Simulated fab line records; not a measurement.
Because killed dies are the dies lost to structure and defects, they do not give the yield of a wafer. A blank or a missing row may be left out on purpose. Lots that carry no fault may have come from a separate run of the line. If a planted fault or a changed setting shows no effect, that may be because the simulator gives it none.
Problem report in the 8D (eight disciplines) form, filled by code | flow n5_finfet | the parts of the form that need people (team, actions taken, sign-off) are left out

== 1. THE PROBLEM ==
At N5_BEOL_M1_ETCH_64, bias_w averages 134.0 W over 9 wafers from 3 lots, while fault-free wafers read 150.0 W, standard deviation 0.41. Measured from the usual mean, that is -39 standard deviations.
The step: etches SOC in N2/H2, target depth 75 nm, overetch 15 nm, time 112.5 s.
Seen first at day 10 15:01 on rie_diel-06, wafer L601.1. Wafers with a number at this step in the record: 30, from 10 lots. The rule behind "out" and "out of limits": a value lying over 4 standard deviations away from the usual mean. The other wafers with a number count as sound.

== 2. WHAT IT IS, AND WHAT IT ISN'T ==
question                    | is                     | is not
which readings at this step | bias_w, rf_vpp_V       | drypump_motor_current_A, oes_product_au, showerhead_plenum_p_Torr, throttle_valve_pct
which lots                  | L601, L603, L604       | L583, L584, L588, L592, L596, L602, L605
which wafers of those lots  | all that have a number | -
read on which tools         | rie_diel-06            | rie_diel-03, rie_diel-04
when                        | from day 10 15:01      | up to then (15 sound wafers); but 6 sound wafers of L602, L605 came after

== 3. THE SUSPECTS, EACH WITH WHAT RULES IT OUT ==
Counting: any tool at a process step up to the reading is kept as a suspect provided that every lot that is out went through it and no sound lot did after the first of them.
- rie_diel-06 at N5_BEOL_M1_ETCH_64 (etches SOC in N2/H2, target depth 75 nm, overetch 15 nm, time 112.5 s): kept. It ran every lot that is out, first L601 (day 10 15:01), and no sound lot after that; its last sound lot up to then is L596 (day 9 12:24). On those wafers its own readings are out: bias_w, rf_vpp_V.
Left after counting: rie_diel-06 at N5_BEOL_M1_ETCH_64.

== 4. THE CAUSE (what the simulator had put in) ==
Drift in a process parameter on rie_diel-06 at N5_BEOL_M1_ETCH_64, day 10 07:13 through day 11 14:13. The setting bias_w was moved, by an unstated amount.
Counting left only this tool.

== 5. THE EFFECT CHAIN, in route order ==
One row per reading whose mean, taken over the struck wafers that have a number, lies over 3 standard deviations from the usual. Readings are gone through only where the record gives a usual standard deviation; hours: the median, over the lots, of the time from a lot's start at the first step in this table giving one to that lot's start at this step; sigmas: the change measured in usual standard deviations.
hours | step               | reading  | usual   | on struck wafers | change | sigmas
0     | N5_BEOL_M1_ETCH_64 | bias_w   | 150.0 W | 134.0            | -16.0  | -39
0     | N5_BEOL_M1_ETCH_64 | rf_vpp_V | 523.6 V | 486.8            | -36.8  | -18
Process steps it contains:
- N5_BEOL_M1_ETCH_64: etches SOC in N2/H2, target depth 75 nm, overetch 15 nm, time 112.5 s.
At these later measuring or inspecting steps, every struck wafer for which the step has a row has a number for every such reading, and none has moved that far: N5_BEOL_M1_CD_MEAS_18, N5_BEOL_M4_RC_MEAS_101.

== 6. HOW IT WOULD HAVE BEEN CAUGHT EARLIER ==
First out-of-limits reading in this record: day 10 15:01, which is 8 hours after fault onset at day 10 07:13.
